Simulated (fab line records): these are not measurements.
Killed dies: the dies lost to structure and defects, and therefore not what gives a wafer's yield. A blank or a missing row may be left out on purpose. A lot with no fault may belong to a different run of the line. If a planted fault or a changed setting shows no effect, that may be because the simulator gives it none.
Lot-split experiment | flow n5_finfet | 7 lots, 21 wafers read, on a route of 1938 steps

## THE SPLIT ITSELF
At N5_BEOL_M13_SPUTTER_43 (material TaN, target thk 15 nm, time 24.19 s), the setting time_s was moved away from the recipe's 24.19 s on 7 of the 21 wafers read, by -8.0% to +10.1%. The other wafers ran this setting at the recipe's value.

Reading taken at the split's own step.

## THE READING
TaN_of_BEOL_M13_SPUTTER_43.thk_nm (the simulator's own value, which no gauge read), in nm, at N5_BEOL_M13_SPUTTER_43 (material TaN, target thk 15 nm, time 24.19 s). No usual value for it is given in the file. Average 15.0 nm, standard deviation 0.23 nm, over the 14 wafers here run with the recipe.

wafer  | tool, chamber at the split | time_s as run, s | against the recipe | TaN_of_BEOL_M13_SPUTTER_43.thk_nm, nm | against lot-mates on the recipe
L074.1 | pvd_sputter-03, -          | 24.19            | recipe             | 15.2                                  | -
L074.3 | pvd_sputter-03, -          | 24.19            | recipe             | 15.2                                  | -
L074.5 | pvd_sputter-03, -          | 24.19            | recipe             | 15                                    | -
L076.1 | pvd_sputter-02, -          | 26.63            | +10.1%             | 16.2                                  | +1.6
L076.4 | pvd_sputter-02, -          | 24.19            | recipe             | 14.6                                  | -
L076.5 | pvd_sputter-02, -          | 24.19            | recipe             | 14.6                                  | -
L077.1 | pvd_sputter-01, -          | 24.19            | recipe             | 15                                    | -
L077.5 | pvd_sputter-01, -          | 24.19            | recipe             | 15                                    | -
L077.4 | pvd_sputter-01, -          | 22.67            | -6.3%              | 14.2                                  | -0.8
L080.1 | pvd_sputter-01, -          | 24.19            | recipe             | 15.4                                  | -
L080.2 | pvd_sputter-01, -          | 24.19            | recipe             | 15.2                                  | -
L080.6 | pvd_sputter-01, -          | 24.19            | recipe             | 15.2                                  | -
L082.1 | pvd_sputter-01, -          | 26.35            | +8.9%              | 16.4                                  | +1.4
L082.4 | pvd_sputter-01, -          | 24.19            | recipe             | 15                                    | -
L082.6 | pvd_sputter-01, -          | 26.35            | +8.9%              | 16.2                                  | +1.2
L083.4 | pvd_sputter-02, -          | 24.19            | recipe             | 14.8                                  | -
L083.5 | pvd_sputter-02, -          | 24.19            | recipe             | 14.8                                  | -
L083.6 | pvd_sputter-02, -          | 22.26            | -8.0%              | 13.8                                  | -1.0
L086.3 | pvd_sputter-03, -          | 22.7             | -6.2%              | 14.2                                  | -0.6
L086.5 | pvd_sputter-03, -          | 22.7             | -6.2%              | 14.2                                  | -0.6
L086.4 | pvd_sputter-03, -          | 24.19            | recipe             | 14.8                                  | -

FIT RESULTS
A straight line over all 21 wafers: TaN_of_BEOL_M13_SPUTTER_43.thk_nm changes by +0.136 nm for each +1% of time_s; r = +0.95; the points scatter about the line by 0.21 nm.
The same after taking each lot's own level away (the mean of its wafers on the recipe; 21 wafers): +0.136 nm for each +1%; r = +0.99; scatter 0.11 nm.
On that fit, the largest move of time_s shifts the reading by 1.4 nm.
The lots' own levels span 14.60 to 15.27 nm, that is 2.9 times the standard deviation above.
The two slopes agree, so the slope changes little with the lot-to-lot level.
Check: for one of the wafers moved furthest among these (+10.1%), held out of the fit, the line's prediction against its lot-mates is +1.35 nm. It came out at +1.6 nm against them.

## FURTHER SPLITS ON THESE WAFERS
Before the reading, these wafers also passed through other splits. Each is held against what the fit with the lots' levels taken away leaves over:
other split on the same wafers    | wafers away from the commonest value | r with TaN_of_BEOL_M13_SPUTTER_43.thk_nm (lot level and that fit taken away)
N5_BEOL_M12_ETCH_59 bias_w        | 7                                    | -0.14
N5_BEOL_M13_TRENCH_ETCH_34 time_s | 10                                   | -0.04

## THE FILE'S OWN FIT
TaN_of_BEOL_M13_SPUTTER_43.thk_nm changes by +0.138 nm for each +1% of time_s, r = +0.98.
